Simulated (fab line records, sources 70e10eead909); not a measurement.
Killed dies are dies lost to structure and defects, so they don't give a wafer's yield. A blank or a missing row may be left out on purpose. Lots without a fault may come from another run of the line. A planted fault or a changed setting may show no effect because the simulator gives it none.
A struck lot beside a sound one | flow nand_harc | 15 steps out of a route of 1302
Sound: wafers L787.1, L787.4, L787.5. Struck: wafer L795.4. (L795.1, L795.6 of the same lot were not struck and are left out.) The cause comes at the end.
At each step with rows: each side's tool, then ch and its chambers, then its first start. Under that, the readings that differ: sound wafers | struck wafers | difference of the means | sigmas: that difference in standard deviations of wafers without a fault.
alike: readings whose means differ by less than 2 such deviations, and words and numbers that are the same on both sides. not compared: withheld readings, readings that some wafer has no value for, bounds like >300 that may hide the same value, and numbers for which the record gives no deviation and whose values overlap.
The two part at a step that has a row with sigmas, a row that says differs or no value, or rows on one side only. Numbers that don't overlap but have no deviation are shown without sigmas and don't part them. A reading that every wafer of one side lacks parts them only if that side has two wafers or more.

first, 2 steps without rows for these wafers: NHARC_A_CONTACT_STRIP_104 (strips in CF4/CHF3); NHARC_A_CONTACT_STRIP_105 (strips in O2/COS).
NHARC_A_CONTACT_ETCH_106: etches the open film in CF4/O2, target depth 90 nm, overetch 9 nm, time 49.5 s.
  sound on rie_diel-02 ch 1,2, day 26 02:31; struck on rie_diel-02 ch 1, day 29 15:23
  alike: drypump_motor_current_A, oes_product_au, rf_vpp_V, showerhead_plenum_p_Torr, throttle_valve_pct
  not compared: rf_hours_counter_h
NHARC_A_CONTACT_STRIP_82: strips in O2.
  sound on rie_diel-02 ch 0,1; struck on rie_diel-02 ch 1
  alike: drypump_motor_current_A, oes_product_au, rf_vpp_V, showerhead_plenum_p_Torr, throttle_valve_pct
  not compared: rf_hours_counter_h
then, 1 step without rows for these wafers: NHARC_A_CONTACT_STRIP_83 (strips in post etch residue remover, time 600 s).
NHARC_A_CONTACT_DEP_84: deposits aC, target thk 2800 nm.
  sound on acl_dep-03 ch 0, day 26 03:11; struck on acl_dep-03 ch 0, day 29 16:02
  alike: throttle_valve_pct
NHARC_A_CONTACT_DEP_85: deposits SiON, target thk 60 nm.
  sound on pecvd-01 ch 0,1,2, day 26 04:58; struck on pecvd-04 ch 2, day 29 17:46
  alike: heater_power_w
then, 5 steps without rows for these wafers: NHARC_A_CONTACT_DEHYDRATE_00 (time 120 s); NHARC_A_CONTACT_HMDS_01 (time 30 s); NHARC_A_CONTACT_COAT_86 (time 75 s); NHARC_A_CONTACT_COAT_87 (time 65 s); NHARC_A_CONTACT_COAT_02 (resist thk 90 nm).
NHARC_A_CONTACT_SOFTBAKE_03: time 55 s.
  sound on litho_track-04 ch 0, day 26 05:00; struck on litho_track-06 ch 0, day 29 18:00
  reading                  | sound                | struck | difference | sigmas
  heater_power_total_W (W) | 188.32 188.46 188.75 | 323.03 | +134.52    | +99 or more
  alike: chill_plate_temp_C
then, 2 steps without rows for these wafers: NHARC_A_CONTACT_EBR_04; NHARC_END_SORT_01.

WHERE THEY PART
Only at NHARC_A_CONTACT_SOFTBAKE_03, within this record.

WHY: what the simulator had put in
Process parameter drift: litho_track-06, from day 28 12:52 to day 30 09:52, at NHARC_A_CONTACT_SOFTBAKE_03. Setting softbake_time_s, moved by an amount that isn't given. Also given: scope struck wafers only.
